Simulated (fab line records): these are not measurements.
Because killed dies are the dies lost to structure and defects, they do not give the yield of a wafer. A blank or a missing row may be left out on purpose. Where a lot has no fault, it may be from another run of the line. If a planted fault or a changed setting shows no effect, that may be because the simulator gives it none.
fab line records -- flow n5_finfet
record lots=6, wafers=18, last_day=16
route steps=1938 shown HKMG_FIN@445 BEOL_M4@1111 PASSIVATION@1936
lots untouched by any fault: they come from a run of this same line in which no faults occurred
start_h: start of the lot's first displayed wafer, in hours after the record's first day -- wait_h: how many hours have passed since the lot's step before this one -- " unchanged from the row above -- L1.1+2: a single row standing in for several wafers -- - no value, or no start was given -- * or withheld: withheld -- < > ~ a bound
route shown NAME@n: a module of which the file shows steps, and the number in the route of the first -- usual: mean and standard deviation over wafers with no fault -- same: alike in all rows -- chamber/n: place in a boat -- sites: the reading at each site -- _std_site: the values' standard deviation -- _edge_site: outer sites' mean less inner sites' -- radius_mm: for every site, how far away it sits from the centre of the wafer -- mask NAME#n: copy n -- behind: the most recent tool/chamber to have shaped the wafer -- hold: reason for holding the lot/hours on hold/outcome of the hold -- device: which transistor (n, p or np) failed to switch -- end of line: tests run on the same wafers once the route is complete -- a step without rows: its recipe alone -- killed: not the wafer's yield, but the dies lost to structure and defects at the first sort -- map: a wafer's dies, x killed, . not, _ none there
set.NAME: the setting as run; set.NAME@STEP: as run at that earlier step -- model.NAME: the simulator's own value behind a step, which no gauge read
a table for each step, a row for each wafer; lots at some steps of the route
services: from which hour (start_h, from the record's first day; less than 0 if before it) a tool's chamber was out of use, for how many hours, and why
## steps
# step N5_HKMG_FIN_STRIP_89
# recipe chemistry=N2/H2, material=SOC, time_s=20, power_w=500, temp_c=40, pressure_mtorr=50, rf_frequency_hz=6e+07, bias_power_w=8, h2_frac=0.5, n2_flow_sccm=300, h2_flow_sccm=300
# usual drypump_motor_current_A=6.0/0.38, h2_flow_sccm=300.0/0.88, oes_product_au=0.79/0.099, rf_vpp_V=54.4/0.87, showerhead_plenum_p_Torr=3.42/0.073, throttle_valve_pct=19.3/0.35
lot.wafer,tool,chamber,start_h,wait_h,drypump_motor_current_A,h2_flow_sccm,oes_product_au,rf_hours_counter_h,rf_vpp_V,showerhead_plenum_p_Torr,throttle_valve_pct
L469.1,rie_diel-03,3,80.59,0.0,5.9,299.0,0.76,150,52.9,3.39,19.6
L469.3,rie_diel-03,1,80.59,0.0,5.5,299.9,0.72,147,54.1,3.48,19.0
L469.4,rie_diel-03,0,80.59,0.0,6.5,299.2,0.64,250,53.8,3.47,20.0
L476.1,rie_diel-03,3,128.13,0.0,5.9,300.1,0.76,169,55.2,3.38,19.6
L476.2,rie_diel-03,0,128.13,0.0,6.5,300.1,0.91,11,54.6,3.46,19.7
L476.4,rie_diel-03,0,128.13,0.0,6.5,301.4,0.92,-,54.2,3.46,19.7
L477.1,rie_diel-03,0,134.60,0.0,6.5,300.6,0.91,14,53.8,3.46,19.7
L477.2,rie_diel-03,3,134.60,0.0,5.9,301.4,0.75,172,53.1,3.37,19.6
L477.5,rie_diel-03,0,134.60,0.0,6.5,301.4,0.91,-,55.9,3.46,19.7
L484.1,rie_diel-03,0,173.05,0.0,6.5,299.1,0.86,31,54.9,3.45,19.7
L484.3,rie_diel-03,2,173.05,0.0,5.8,300.3,0.93,9,53.9,3.43,19.2
L484.5,rie_diel-03,1,173.05,0.0,5.6,301.2,0.69,-,52.8,3.46,19.0
L487.1,rie_diel-03,1,190.57,0.0,5.5,300.7,0.69,193,53.0,3.46,19.0
L487.2,rie_diel-03,3,190.57,0.0,5.9,299.7,0.73,195,54.6,3.36,19.6
L487.3,rie_diel-03,0,190.57,0.0,6.5,300.8,0.86,37,56.1,3.45,19.7
L489.1,rie_diel-03,2,203.36,0.0,5.8,300.2,0.90,20,54.8,3.42,19.2
L489.3,rie_diel-03,3,203.36,0.0,5.9,300.1,0.73,198,52.9,3.36,19.6
L489.4,rie_diel-03,1,203.36,0.0,5.6,300.6,0.68,197,56.0,3.45,19.1
# step N5_HKMG_FIN_WET_ETCH_87
# recipe chemistry=SC1, target=TiN, mix=1:2:40, temp_c=50, time_s=154.2, target_depth_nm=4.7, dry=ipa_marangoni, rinse_time_s=30, rinse_temp_c=23
# step N5_HKMG_FIN_STRIP_88
# recipe chemistry=N2/H2, power_w=2500, temp_c=300, h2_frac=0.65, time_s=360, pressure_mtorr=withheld, n2_flow_sccm=1750, h2_flow_sccm=3250
# step N5_HKMG_FIN_NWFM_ALD_20
# recipe material=TiAlC, target_thk_a=20, temp_c=300, ald_precursor_family=TiCl4, ald_co_reactant=TEA, pulse_time_s=3, purge_time_s=2, co_reactant_purge_time_s=2, co_reactant_pulse_time_s=10, ald_cycles=7, pressure_torr=3
# usual ald_cycles=7/0, heater_power_w=489/44, precursor_pulse_height_rel=1.000/0.019
lot.wafer,tool,chamber,start_h,wait_h,ald_cycles,heater_power_w,precursor_pulse_height_rel
L469.1,ald_metal-03,0,81.17,0.3,7,507,1.015
L469.3,ald_metal-03,2,81.17,0.3,7,423,0.977
L469.4,ald_metal-03,1,81.17,0.3,7,446,1.004
L476.1,ald_metal-03,2,128.71,0.3,7,414,0.982
L476.2,ald_metal-03,3,128.71,0.3,7,564,1.008
L476.4,ald_metal-03,1,128.71,0.3,7,443,1.004
L477.1,ald_metal-01,0,135.39,0.5,7,542,0.999
L477.2,ald_metal-01,3,135.39,0.5,7,494,0.999
L477.5,ald_metal-01,0,135.39,0.5,7,530,0.995
L484.1,ald_metal-04,2,173.63,0.3,7,526,0.979
L484.3,ald_metal-04,3,173.63,0.3,7,423,0.988
L484.5,ald_metal-04,1,173.63,0.3,7,477,0.973
L487.1,ald_metal-04,2,191.14,0.3,7,530,0.997
L487.2,ald_metal-04,1,191.14,0.3,7,480,0.974
L487.3,ald_metal-04,3,191.14,0.3,7,426,1.010
L489.1,ald_metal-04,3,203.93,0.3,7,434,1.019
L489.3,ald_metal-04,2,203.93,0.3,7,531,1.018
L489.4,ald_metal-04,1,203.93,0.3,7,490,1.023
# step N5_HKMG_FIN_ALD_71
# recipe material=TiN, target_thk_a=10, temp_c=400, ald_precursor_family=TiCl4, ald_co_reactant=NH3, pulse_time_s=1, purge_time_s=3, co_reactant_purge_time_s=2, co_reactant_pulse_time_s=2, ald_cycles=47, pressure_torr=3
# step N5_HKMG_FIN_COAT_66
# recipe resist=SOC, temp_c=250, time_s=60, spin_rpm=1500, resist_thk_nm=300
# step N5_HKMG_FIN_ETCH_67
# recipe chemistry=N2/H2, target=SOC, target_depth_a=3889, stop_on=TiN, ion_energy_ev=100, bias_w=61, pressure_mtorr=30, source_w=850, n2_flow_sccm=200, h2_flow_sccm=200
# usual drypump_motor_current_A=6.0/0.38, h2_flow_sccm=200.0/0.61, oes_product_au=0.77/0.093, rf_vpp_V=241.0/1.3, showerhead_plenum_p_Torr=2.58/0.07, throttle_valve_pct=17.93/0.24
lot.wafer,tool,chamber,start_h,wait_h,drypump_motor_current_A,h2_flow_sccm,oes_product_au,rf_hours_counter_h,rf_vpp_V,showerhead_plenum_p_Torr,throttle_valve_pct
L469.1,rie_diel-04,1,81.61,-,6.6,200.5,0.75,168,243.5,2.66,17.93
L469.3,rie_diel-04,3,81.61,-,6.3,199.4,0.73,191,242.2,2.63,17.62
L469.4,rie_diel-04,0,81.61,-,6.0,199.2,0.73,160,238.4,2.43,17.67
L476.1,rie_diel-04,2,129.15,-,5.5,200.6,0.84,40,239.1,2.49,17.68
L476.2,rie_diel-04,3,129.15,-,6.3,198.3,0.72,205,240.9,2.63,17.65
L476.4,rie_diel-04,1,129.15,-,6.6,200.9,0.73,182,241.4,2.65,17.95
L477.1,rie_diel-03,1,135.85,-,5.5,200.4,0.71,170,242.3,2.63,17.66
L477.2,rie_diel-03,0,135.85,-,6.5,199.5,0.90,15,241.2,2.62,18.20
L477.5,rie_diel-03,1,135.85,-,5.5,199.9,0.70,-,242.0,2.63,17.66
L484.1,rie_diel-03,1,174.13,-,5.5,200.6,0.69,187,241.1,2.62,17.71
L484.3,rie_diel-03,3,174.13,-,5.9,200.5,0.72,189,238.7,2.55,18.26
L484.5,rie_diel-03,0,174.13,-,6.6,199.6,0.87,-,241.8,2.62,18.21
L487.1,rie_diel-04,1,191.69,-,6.6,199.8,0.71,203,240.9,2.65,17.98
L487.2,rie_diel-04,2,191.69,-,5.5,200.0,0.81,61,239.2,2.48,17.72
L487.3,rie_diel-04,3,191.69,-,6.3,198.9,0.70,226,241.1,2.62,17.70
L489.1,rie_diel-03,3,204.37,-,5.8,200.3,0.72,199,239.4,2.54,18.27
L489.3,rie_diel-03,2,204.37,-,5.8,200.0,0.90,21,241.5,2.59,17.87
L489.4,rie_diel-03,2,204.37,-,5.8,200.5,0.89,-,241.1,2.59,17.88
# step N5_HKMG_FIN_STRIP_90
# recipe chemistry=N2/H2, material=SOC, time_s=20, power_w=500, temp_c=40, pressure_mtorr=50, rf_frequency_hz=6e+07, bias_power_w=8, h2_frac=0.5, n2_flow_sccm=300, h2_flow_sccm=300
# usual drypump_motor_current_A=6.0/0.38, h2_flow_sccm=300.0/0.83, oes_product_au=0.78/0.093, rf_vpp_V=54.3/0.85, showerhead_plenum_p_Torr=3.41/0.09, throttle_valve_pct=19.2/0.33
lot.wafer,tool,chamber,start_h,wait_h,drypump_motor_current_A,h2_flow_sccm,oes_product_au,rf_hours_counter_h,rf_vpp_V,showerhead_plenum_p_Torr,throttle_valve_pct
L469.1,rie_diel-04,1,81.67,0.0,6.6,299.4,0.74,168,54.3,3.51,19.1
L469.3,rie_diel-04,3,81.67,0.0,6.3,300.0,0.74,191,55.5,3.48,18.7
L469.4,rie_diel-04,0,81.67,0.0,6.0,298.6,0.75,160,53.8,3.22,18.9
L476.1,rie_diel-04,2,129.21,0.0,5.5,300.2,0.85,40,54.1,3.29,19.1
L476.2,rie_diel-04,3,129.21,0.0,6.3,298.6,0.71,205,53.0,3.47,18.7
L476.4,rie_diel-04,1,129.21,0.0,6.6,299.9,0.72,182,55.6,3.50,19.1
L477.1,rie_diel-03,1,135.91,0.0,5.6,300.7,0.70,170,54.6,3.47,19.0
L477.2,rie_diel-03,0,135.91,0.0,6.5,300.1,0.90,15,55.4,3.46,19.7
L477.5,rie_diel-03,1,135.91,0.0,5.6,299.6,0.70,-,53.2,3.47,19.0
L484.1,rie_diel-03,1,174.19,0.0,5.5,300.4,0.69,187,55.5,3.46,19.0
L484.3,rie_diel-03,3,174.19,0.0,5.9,299.8,0.73,189,52.5,3.36,19.6
L484.5,rie_diel-03,0,174.19,0.0,6.5,300.1,0.87,-,53.7,3.45,19.7
L487.1,rie_diel-04,1,191.75,0.0,6.6,298.4,0.70,203,54.7,3.49,19.1
L487.2,rie_diel-04,2,191.75,0.0,5.6,299.9,0.81,61,53.7,3.28,19.1
L487.3,rie_diel-04,3,191.75,0.0,6.3,299.0,0.71,226,54.0,3.46,18.7
L489.1,rie_diel-03,3,204.43,0.0,5.9,299.6,0.73,199,53.6,3.36,19.6
L489.3,rie_diel-03,2,204.43,0.0,5.8,299.3,0.90,21,54.3,3.42,19.2
L489.4,rie_diel-03,2,204.43,0.0,5.8,299.6,0.89,-,54.4,3.42,19.2
# step N5_HKMG_FIN_WET_ETCH_73
# recipe chemistry=SC1, mix=1:2:40, temp_c=50, time_s=42.3, target_depth_nm=1.3, dry=ipa_marangoni, rinse_time_s=30, rinse_temp_c=23
# step N5_HKMG_FIN_ETCHBACK_68
# recipe chemistry=Cl2/Ar, stop_on=HfO2, target_depth_a=5, pressure_mtorr=10, icp_w=600, bias_w=60, Cl2_flow_sccm=40, Ar_flow_sccm=60
# step N5_HKMG_FIN_STRIP_69
# recipe chemistry=N2/H2, power_w=2500, temp_c=300, h2_frac=0.65, time_s=360, pressure_mtorr=withheld, n2_flow_sccm=1750, h2_flow_sccm=3250
# step N5_HKMG_FIN_ALD_21
# recipe material=TiN, target_thk_a=15, temp_c=400, ald_precursor_family=TiCl4, ald_co_reactant=NH3, pulse_time_s=1, purge_time_s=3, co_reactant_purge_time_s=2, co_reactant_pulse_time_s=2, ald_cycles=68, pressure_torr=3
# step N5_HKMG_FIN_ALD_72
# recipe material=W, target_thk_a=20, temp_c=300, pressure_torr=7.5, ald_precursor_family=WF6, ald_co_reactant=B2H6, pulse_time_s=1, purge_time_s=2, co_reactant_purge_time_s=2, co_reactant_pulse_time_s=3, ald_cycles=7
# usual ald_cycles=7/0, heater_power_w=501/13, precursor_pulse_height_rel=1.001/0.021
lot.wafer,tool,chamber,start_h,wait_h,ald_cycles,heater_power_w,precursor_pulse_height_rel,model.W_of_HKMG_FIN_ALD_72.thk_nm
L469.1,cvd_w-01,0,82.72,0.2,7,515,1.016,2.2
L469.3,cvd_w-01,1,82.72,0.2,7,488,1.057,2.2
L469.4,cvd_w-01,0,82.72,0.2,7,511,0.983,2.2
L476.1,cvd_w-01,1,130.26,0.2,7,477,0.978,2.2
L476.2,cvd_w-01,0,130.26,0.2,9,520,1.011,2.4
L476.4,cvd_w-01,0,130.26,0.2,7,518,1.011,2
L477.1,cvd_w-01,0,136.95,0.2,7,509,0.983,2.2
L477.2,cvd_w-01,1,136.95,0.2,9,491,0.985,2.8
L477.5,cvd_w-01,0,136.95,0.2,7,518,1.005,2.2
L484.1,cvd_w-02,0,175.23,0.2,7,495,0.994,2
L484.3,cvd_w-02,0,175.23,0.2,7,493,0.974,2
L484.5,cvd_w-02,0,175.23,0.2,7,498,1.004,2
L487.1,cvd_w-02,0,192.80,0.2,7,486,0.988,2
L487.2,cvd_w-02,1,192.80,0.2,7,514,1.009,2
L487.3,cvd_w-02,1,192.80,0.2,7,514,1.054,2
L489.1,cvd_w-02,0,205.47,0.2,7,481,0.965,2
L489.3,cvd_w-02,0,205.47,0.2,7,480,0.982,2
L489.4,cvd_w-02,1,205.47,0.2,7,515,1.005,2
# step N5_HKMG_FIN_W_FILL_22
# recipe material=W, target_thk_a=600, temp_c=400, pressure_torr=39.4, time_s=18.2
# usual heater_power_w=895/24, throttle_valve_pct=20.1/1.2
lot.wafer,tool,chamber,start_h,wait_h,heater_power_w,throttle_valve_pct
L469.1,cvd_w-01,0,82.78,0.0,917,18.2
L469.3,cvd_w-01,1,82.78,0.0,862,19.5
L469.4,cvd_w-01,0,82.78,0.0,900,18.2
L476.1,cvd_w-01,1,130.32,0.0,871,19.5
L476.2,cvd_w-01,0,130.32,0.0,923,18.6
L476.4,cvd_w-01,0,130.32,0.0,919,18.5
L477.1,cvd_w-01,0,137.02,0.0,879,18.4
L477.2,cvd_w-01,1,137.02,0.0,872,19.6
L477.5,cvd_w-01,0,137.02,0.0,911,18.4
L484.1,cvd_w-02,0,175.29,0.0,881,20.7
L484.3,cvd_w-02,0,175.29,0.0,882,20.9
L484.5,cvd_w-02,0,175.29,0.0,869,21.0
L487.1,cvd_w-02,0,192.86,0.0,851,21.1
L487.2,cvd_w-02,1,192.86,0.0,917,21.7
L487.3,cvd_w-02,1,192.86,0.0,929,21.6
L489.1,cvd_w-02,0,205.54,0.0,868,20.7
L489.3,cvd_w-02,0,205.54,0.0,896,21.0
L489.4,cvd_w-02,1,205.54,0.0,921,21.7
# step N5_BEOL_M4_RC_MEAS_101
# usual DIBL_N=37.5/1.9, DIBL_P=37.3/2.4, IOFF_N=0.18/0.038, IOFF_P=0.23/0.045, ION_N=677/11, ION_P=464/8.1, SS_N=72.0/0.68, SS_P=73.5/0.77, VT_N=249/3.3, VT_P=-249/3.6
lot.wafer,tool,chamber,start_h,wait_h,DIBL_N[mV/V],DIBL_P[mV/V],IOFF_N[nA/um],IOFF_P[nA/um],ION_N[uA/um],ION_P[uA/um],SS_N[mV/dec],SS_P[mV/dec],VT_N[mV],VT_P[mV]
L469.1,prober-01,0,163.18,0.0,39.4,38.4,0.23,0.23,677,451,72.3,74.0,244,-253
L469.3,prober-01,0,163.18,0.0,36.6,36.3,0.17,0.21,678,460,71.4,74.4,248,-250
L469.4,prober-01,0,163.18,0.0,36.1,34.8,0.17,0.20,673,462,72.6,73.4,249,-248
L476.1,prober-01,0,219.59,0.0,39.8,38.5,0.21,0.24,670,458,73.2,73.4,252,-247
L476.2,prober-01,0,219.59,0.0,39.4,40.1,0.21,0.28,701,480,72.3,74.0,248,-245
L476.4,prober-01,0,219.59,0.0,36.1,35.9,0.14,0.21,672,466,71.2,73.7,253,-249
L477.1,prober-02,0,221.96,0.0,37.9,39.0,0.19,0.26,678,470,72.0,74.5,249,-248
L477.2,prober-02,0,221.96,0.0,37.0,36.6,0.17,0.22,661,455,72.1,73.5,251,-250
L477.5,prober-02,0,221.96,0.0,38.1,38.2,0.20,0.26,675,467,72.0,74.3,252,-246
L484.1,prober-01,0,273.54,0.0,42.7,40.1,0.26,0.27,694,468,73.1,74.8,245,-247
L484.3,prober-01,0,273.54,0.0,38.8,35.4,0.18,0.20,679,459,72.7,73.6,248,-249
L484.5,prober-01,0,273.54,0.0,39.9,36.7,0.21,0.22,684,462,73.8,74.0,248,-251
L487.1,prober-02,0,283.07,0.0,36.5,36.2,0.15,0.20,681,464,70.6,72.8,249,-252
L487.2,prober-02,0,283.07,0.0,37.8,36.7,0.16,0.20,679,462,72.3,72.4,250,-251
L487.3,prober-02,0,283.07,0.0,38.7,37.4,0.18,0.22,675,463,72.7,73.2,248,-250
L489.1,prober-01,0,298.39,0.0,37.8,36.8,0.19,0.25,676,465,72.2,74.0,249,-248
L489.3,prober-01,0,298.39,0.0,34.4,32.8,0.14,0.19,676,471,71.4,72.0,252,-250
L489.4,prober-01,0,298.39,0.0,40.5,40.1,0.26,0.31,683,470,73.5,74.0,244,-245
# step N5_PASSIVATION_PROBE_49
# usual defect_limited_yield=91.2/1.5, killed_at_M0_to_M3=31/10, killed_at_M4_up=15/5.9, killed_at_contacts=13/6, killed_at_front_end=41/11, killed_at_other=4/3.1, killed_dies=104/18, killed_on_rim=14/4.1, killed_open=68/13, killed_short=33/8.1, sort_bin_4_leakage=0.00/0.03, sort_bin_5_function=5.1/1.1, sort_bin_6_memory=3.2/0.69, sort_n_pass=1076/18, sort_yield_pct=91.2/1.5
# same gross_dies=1180, killed_at_back_side=0, sort_bin_8_speed[%]=0
lot.wafer,tool,chamber,start_h,wait_h,defect_limited_yield[%],killed_at_M0_to_M3,killed_at_M4_up,killed_at_contacts,killed_at_front_end,killed_at_other,killed_dies,killed_on_rim,killed_open,killed_short,sort_bin_4_leakage[%],sort_bin_5_function[%],sort_bin_6_memory[%],sort_n_pass,sort_yield_pct[%]
L477.1,prober-02,-,310.54,0.0,92.4,14,15,22,37,2,90,16,57,29,0,4.1,3.1,1090,92.4
L477.2,prober-02,-,310.59,0.1,92.3,40,15,7,29,0,91,13,56,35,0,3.5,4.0,1089,92.3
L477.5,prober-02,-,310.74,0.2,91.5,34,14,12,39,1,100,18,72,24,0,5.4,2.5,1080,91.5
L476.1,prober-02,-,324.38,0.0,92.4,32,10,15,28,5,90,8,59,29,0,4.8,2.4,1090,92.4
L476.2,prober-02,-,324.43,0.1,93.8,25,11,7,25,5,73,8,40,22,0,3.4,2.0,1107,93.8
L476.4,prober-02,-,324.53,0.2,89.7,42,13,19,44,4,122,16,76,34,0,6.4,3.1,1058,89.7
L484.1,prober-01,-,379.36,0.0,90.4,38,10,15,46,4,113,12,73,32,0,5.7,3.0,1067,90.4
L484.3,prober-01,-,379.46,0.1,91.5,29,16,11,42,2,100,16,65,30,0,4.5,3.2,1080,91.5
L484.5,prober-01,-,379.56,0.2,91.3,20,7,25,48,3,103,12,76,27,0,6.1,2.5,1077,91.3
L487.1,prober-01,-,381.15,0.0,90.2,44,4,2,57,9,116,16,69,46,0,5.6,3.8,1064,90.2
L487.2,prober-01,-,381.20,0.1,90.9,26,4,17,47,13,107,18,71,36,0,5.3,3.6,1073,90.9
L487.3,prober-01,-,381.25,0.1,94.0,22,5,7,36,1,71,13,46,25,0,3.0,2.8,1109,94.0
L489.1,prober-01,-,394.36,0.0,90.4,20,13,24,52,4,113,21,71,31,0,4.7,4.1,1067,90.4
L489.3,prober-01,-,394.46,0.1,91.1,18,16,12,54,5,105,16,76,29,0,5.6,2.9,1075,91.1
L489.4,prober-01,-,394.51,0.2,93.2,16,13,7,43,1,80,13,54,25,0.25,4.0,2.3,1097,93.0
# killed by level:class
L477.1 MOL_CONTACT_COAG:geometric_particle:open=18 BEOL_M4:geometric_particle:open=8 FIN_SAQP:geometric_particle:open=5 STI_FIN_REVEAL:geometric_particle:open=4 GATE_CUT:geometric_particle:short=4 MOL_CONTACT_COAG:geometric_particle:short=4 BEOL_M0_SAQP:geometric_particle:open=4 BEOL_M1:geometric_particle:open=4
L477.2 BEOL_M3:geometric_particle:open=10 BEOL_M0_SAQP:geometric_particle:short=8 BEOL_M1:geometric_particle:open=7 BEOL_M5:geometric_particle:open=6 FIN_SAQP:geometric_particle:open=5 MOL_CONTACT_COAG:geometric_particle:open=5 BEOL_M4:geometric_particle:open=5 FIN_SAQP:geometric_particle:short=4
L477.5 BEOL_M3:geometric_particle:open=16 MOL_CONTACT_COAG:geometric_particle:open=12 BEOL_M4:geometric_particle:open=9 FIN_SAQP:geometric_particle:open=6 DUMMY_GATE:geometric_particle:open=6 BEOL_M1:geometric_particle:open=6 FIN_SAQP:geometric_particle:short=4 BEOL_M2:geometric_particle:open=4
L476.1 MOL_CONTACT_COAG:geometric_particle:open=9 BEOL_M2:geometric_particle:open=9 FIN_SAQP:geometric_particle:open=7 MOL_CONTACT_COAG:geometric_particle:short=6 BEOL_M3:geometric_particle:open=6 BEOL_M0_SAQP:geometric_particle:open=5 BEOL_M0_SAQP:geometric_particle:short=4 BEOL_M2:geometric_particle:short=4
L476.2 HKMG_FIN:area_etch=8 MOL_CONTACT_COAG:geometric_particle:open=7 BEOL_M2:geometric_particle:open=6 BEOL_M3:geometric_particle:open=6 FIN_SAQP:geometric_particle:open=4 FIN_SAQP:geometric_particle:short=4 BEOL_M4:geometric_particle:open=4 BEOL_M0_SAQP:geometric_particle:open=3
L476.4 BEOL_M2:geometric_particle:open=14 MOL_CONTACT_COAG:geometric_particle:open=13 FIN_SAQP:geometric_particle:open=11 BEOL_M0_SAQP:geometric_particle:open=10 HKMG_FIN:area_etch=9 BEOL_M3:geometric_particle:open=7 MOL_CONTACT_COAG:geometric_particle:short=6 STARTING-WAFER:geometric_particle:short=6
L484.1 STI_FIN_REVEAL:geometric_particle:open=14 MOL_CONTACT_COAG:geometric_particle:open=13 FIN_SAQP:geometric_particle:short=7 BEOL_M1:geometric_particle:open=7 HKMG_FIN:area_etch=7 BEOL_M0:geometric_particle:open=6 FIN_SAQP:geometric_particle:open=5 BEOL_M0_SAQP:geometric_particle:short=5
L484.3 BEOL_M3:geometric_particle:open=11 FIN_SAQP:geometric_particle:open=10 MOL_CONTACT_COAG:geometric_particle:open=10 BEOL_M2:geometric_particle:open=9 FIN_SAQP:geometric_particle:short=7 STI_FIN_REVEAL:geometric_particle:open=6 HKMG_FIN:area_etch=5 BEOL_M5:geometric_particle:open=4
L484.5 MOL_CONTACT_COAG:geometric_particle:open=18 FIN_SAQP:geometric_particle:open=15 STI_FIN_REVEAL:geometric_particle:open=14 MOL_CONTACT_COAG:geometric_particle:short=7 BEOL_M1:geometric_particle:open=7 FIN_SAQP:geometric_particle:short=6 STI_FIN_REVEAL:geometric_particle:short=5 BEOL_M2:geometric_particle:open=3
L487.1 FIN_SAQP:geometric_particle:open=16 BEOL_M0_SAQP:geometric_particle:short=16 STI_FIN_REVEAL:geometric_particle:open=15 FIN_SAQP:geometric_particle:short=8 DUMMY_GATE:geometric_particle:open=6 ILD0:geometric_particle:short=6 BEOL_M0_SAQP:geometric_particle:open=5 BEOL_M0:geometric_particle:open=5
L487.2 MOL_CONTACT_COAG:geometric_particle:open=16 FIN_SAQP:geometric_particle:open=10 STI_FIN_REVEAL:geometric_particle:open=9 BEOL_M2:geometric_particle:open=6 PASS1_CAP:geometric_particle:short=6 STARTING-WAFER:geometric_particle:short=6 FIN_SAQP:geometric_particle:short=5 BEOL_M1:geometric_particle:open=5
L487.3 BEOL_M0_SAQP:geometric_particle:open=11 FIN_SAQP:geometric_particle:short=9 FIN_SAQP:geometric_particle:open=8 STI_FIN_REVEAL:geometric_particle:open=6 MOL_CONTACT_COAG:geometric_particle:open=6 DUMMY_GATE:geometric_particle:open=4 BEOL_M0:geometric_particle:short=4 BEOL_M4:geometric_particle:open=4
L489.1 MOL_CONTACT_COAG:geometric_particle:open=20 FIN_SAQP:geometric_particle:open=14 HKMG_FIN:area_etch=9 BEOL_M2:geometric_particle:open=6 BEOL_M6:geometric_particle:open=5 FIN_SAQP:geometric_particle:short=4 SPACER0:geometric_particle:open=4 STI_FIN_REVEAL:geometric_particle:open=4
L489.3 STI_FIN_REVEAL:geometric_particle:open=28 MOL_CONTACT_COAG:geometric_particle:open=11 STI_FIN_REVEAL:geometric_particle:short=6 BEOL_M5:geometric_particle:open=5 FIN_SAQP:geometric_particle:open=4 BEOL_M4:geometric_particle:open=4 BEOL_M1:geometric_particle:open=4 SPACER0:geometric_particle:short=3
L489.4 FIN_SAQP:geometric_particle:open=13 STI_FIN_REVEAL:geometric_particle:open=12 BEOL_M0_SAQP:geometric_particle:short=6 GATE_CUT:geometric_particle:short=4 MOL_CONTACT_COAG:geometric_particle:open=4 BEOL_M0_SAQP:geometric_particle:open=4 BEOL_M4:geometric_particle:open=4 BEOL_M6:geometric_particle:open=4
## services
tool,chamber,start_h,hours,kind
rie_diel-04,2,58.10,1.9,repair
rie_diel-04,1,71.78,3.2,repair
cvd_w-02,-,73.13,2.8,pm
rie_diel-03,0,82.49,-,clean
rie_diel-03,0,82.49,-,consumable_replace:focus_ring
rie_diel-03,0,82.49,15.7,scheduled_down
rie_diel-03,0,82.49,15.7,vent_cycle
rie_diel-03,2,117.19,15.1,repair
ald_metal-04,1,120.06,7.5,repair
ald_metal-04,-,121.13,0.6,repair
cvd_w-02,-,130.93,0.7,repair
rie_diel-03,2,132.32,-,clean
rie_diel-03,2,132.32,-,consumable_replace:focus_ring
rie_diel-03,2,132.32,17.9,scheduled_down
rie_diel-03,2,132.32,17.9,vent_cycle
cvd_w-01,1,152.61,2.8,repair
ald_metal-03,3,155.44,14.9,repair
cvd_w-02,-,155.45,0.6,repair
ald_metal-04,3,171.99,1.6,repair
ald_metal-04,0,187.57,8.1,repair
cvd_w-01,-,194.05,2.8,pm
rie_diel-03,1,203.54,3.0,repair
## key
first_sign step=N5_HKMG_FIN_ALD_72, reading=ald_cycles, direction=up, sigmas=99+, usual=*, struck=*
effect none on later readings
model_effect step=N5_HKMG_FIN_ALD_72, value=W_of_HKMG_FIN_ALD_72.thk_nm, without=2.1, struck=2.6
met_at N5_HKMG_FIN_ALD_72
struck_wafers L476.2,L477.2
onset_between 82.72 130.26
fault kind=process_parameter_drift, tool=cvd_w-01, chamber=-, onset_h=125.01, steps=N5_HKMG_FIN_ALD_72, channel=ald_cycles, offset=*, shape=step, end_h=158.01, scope=struck_wafers_only, stated=*
